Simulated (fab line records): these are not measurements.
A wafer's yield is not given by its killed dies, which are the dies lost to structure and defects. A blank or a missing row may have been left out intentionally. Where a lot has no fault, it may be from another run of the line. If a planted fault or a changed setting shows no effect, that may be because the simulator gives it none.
Chamber matching | flow nand_harc | NHARC_A_CONTACT_DEP_85 on pecvd-02: 3 sister chambers
The step deposits SiON, target thk 50 nm. 16 wafers are shown with their chamber, then 8 later ones without.

## EACH WAFER AND ITS CHAMBER
wafer  | chamber | heater_power_w (W)
L077.2 | 0       | 740
L077.3 | 1       | 671
L077.4 | 0       | 760
L083.1 | 2       | 609
L083.2 | 0       | 690
L083.6 | 2       | 612
L082.1 | 2       | 565
L082.2 | 0       | 725
L082.5 | 1       | 686
L088.1 | 2       | 535
L088.2 | 0       | 758
L088.5 | 0       | 748
L094.1 | 1       | 700
L094.2 | 2       | 609
L094.6 | 2       | 615
L093.3 | 0       | 692

SIGNATURES, as means of the wafers listed above
reading        | chamber 0 | chamber 1 | chamber 2 | scatter within a chamber
heater_power_w | 730.43    | 685.67    | 590.83    | 29.2
Rule: a wafer's distance from a chamber is the root of the sum, over the readings, of the square of ((its reading less the chamber's mean) divided by the reading's scatter). The wafer belongs to the nearest chamber; if the next one is less than 2 further off, it can't be placed. The scatter: the root of (the sum of the squares of (reading less its chamber's mean) over the shown wafers, divided by (wafers less chambers)).

## WAFERS MISSING THEIR CHAMBER
wafer  | heater_power_w (W)
L093.4 | 676
L093.6 | 598
L097.2 | 580
L097.4 | 708
L097.6 | 647
L095.1 | 687
L095.4 | 687
L095.6 | 581

## CHAMBER TAKEN BY EACH
wafer  | from the rows above          | in truth
L093.4 | can't be placed: 1 or 0      | 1
L093.6 | 2                            | 2
L097.2 | 2                            | 2
L097.4 | can't be placed: 1 or 0      | 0
L097.6 | can't be placed: 1 or 2 or 0 | 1
L095.1 | can't be placed: 1 or 0      | 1
L095.4 | can't be placed: 1 or 0      | 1
L095.6 | 2                            | 2
3 of 8 placed correctly. These rows do not allow placing 5 (true chamber among the candidates in 5). Placed wrongly: 0.
